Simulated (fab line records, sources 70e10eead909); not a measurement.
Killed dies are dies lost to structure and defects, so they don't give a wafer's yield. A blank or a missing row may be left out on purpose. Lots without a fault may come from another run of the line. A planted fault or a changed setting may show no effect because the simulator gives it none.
Which tool did it? | flow nand_harc | 6 lots, 17 wafers sampled, at 5 steps of a route of 1302

WHAT THE GAUGES READ, wafer by wafer
NHARC_A_SGD_CUT_THK_MEAS_22: measures by ellipsometry.
lot  | measured     | on            | thk_nm (nm)
L695 | day 22 11:22 | film_metro-02 | 135.5 147.6 148.2
L696 | day 23 05:31 | film_metro-01 | 140.3 149.4
L704 | day 26 07:51 | film_metro-01 | 147.3 146.6 147.3
L707 | day 27 14:37 | film_metro-02 | 148.1 146.1 147.5
L711 | day 28 17:54 | film_metro-01 | 149.6 148.8 146.7
L709 | day 28 18:03 | film_metro-01 | 148.0 148.1 146.0

WHICH TOOL RAN EACH LOT (tool, then ch and the chambers of the sampled wafers, then the start)
lot  | NHARC_A_STAIRCASE_STRIP_475                   | NHARC_A_STAIRCASE_DEP_471       | NHARC_A_STAIRCASE_CMP_472     | NHARC_A_SGD_CUT_DEP_20
L695 | rie_diel-12 ch 0,3, day 22 03:06 or earlier   | pecvd-02 ch 0,2, day 22 03:06   | cmp-01 ch 0,1,3, day 22 03:23 | fcvd-02 ch 0,1, day 22 06:25
L696 | rie_diel-12 ch 0,1, day 22 21:43 or earlier   | pecvd-03 ch 0,2, day 22 21:43   | cmp-02 ch 0,1, day 22 22:01   | fcvd-02 ch 0,1, day 23 00:34
L704 | rie_diel-12 ch 0,2, day 26 00:10 or earlier   | pecvd-03 ch 0,1, day 26 00:10   | cmp-04 ch 0,3, day 26 00:22   | fcvd-02 ch 0,1, day 26 02:52
L707 | rie_diel-03 ch 0,3, day 27 04:52              | pecvd-04 ch 0,1,2, day 27 05:01 | cmp-02 ch 2,3, day 27 05:16   | fcvd-01 ch 0,1, day 27 07:44
L711 | rie_diel-12 ch 0,1,2, day 28 09:32 or earlier | pecvd-02 ch 0,1,2, day 28 09:32 | cmp-02 ch 1,3, day 28 09:48   | fcvd-01 ch 0,1, day 28 12:44
L709 | rie_diel-13 ch 0,3, day 28 10:47 or earlier   | pecvd-03 ch 0,1,2, day 28 10:47 | cmp-02 ch 0,2,3, day 28 11:01 | fcvd-01 ch 0,1, day 28 13:35
- NHARC_A_STAIRCASE_STRIP_475: strips in O2, time 20 s.
- NHARC_A_STAIRCASE_DEP_471: deposits SiO2, target thk 100 nm.
- NHARC_A_STAIRCASE_CMP_472: polishes SiO2.
- NHARC_A_SGD_CUT_DEP_20: deposits SiO2, target thk 150 nm.

THE ANSWER, worked out from the rows above alone
Rule: what is usual is taken from the lots themselves. Put in order of their means at a reading, lots are off if they are a third of the lots or fewer, leave a main group of 4 or more, and stand apart from it by a gap of 3 or more times the standard deviation of the main group's means; of several such gaps the widest counts. A main group whose means are all the same, to the digits that the tables above print for the reading, isn't used. A lot without any number at a reading at which 4 lots or more have one is off too. The other lots that the step has rows for count as sound.
Off: L695, L696, at NHARC_A_SGD_CUT_THK_MEAS_22 (thk_nm). The main group: mean 147.5 nm, standard deviation 0.51.
A tool fits if, at a process step before that reading, it ran every lot that is off, and no sound lot after the first of them. The gauges at NHARC_A_SGD_CUT_THK_MEAS_22 are tried like those tools. NHARC_A_STAIRCASE_STRIP_475 gives no start for some lots, so the hours and the order of its lots are those of NHARC_A_STAIRCASE_DEP_471. None of those tried fits.

WHAT THE SIMULATOR HAD PUT IN
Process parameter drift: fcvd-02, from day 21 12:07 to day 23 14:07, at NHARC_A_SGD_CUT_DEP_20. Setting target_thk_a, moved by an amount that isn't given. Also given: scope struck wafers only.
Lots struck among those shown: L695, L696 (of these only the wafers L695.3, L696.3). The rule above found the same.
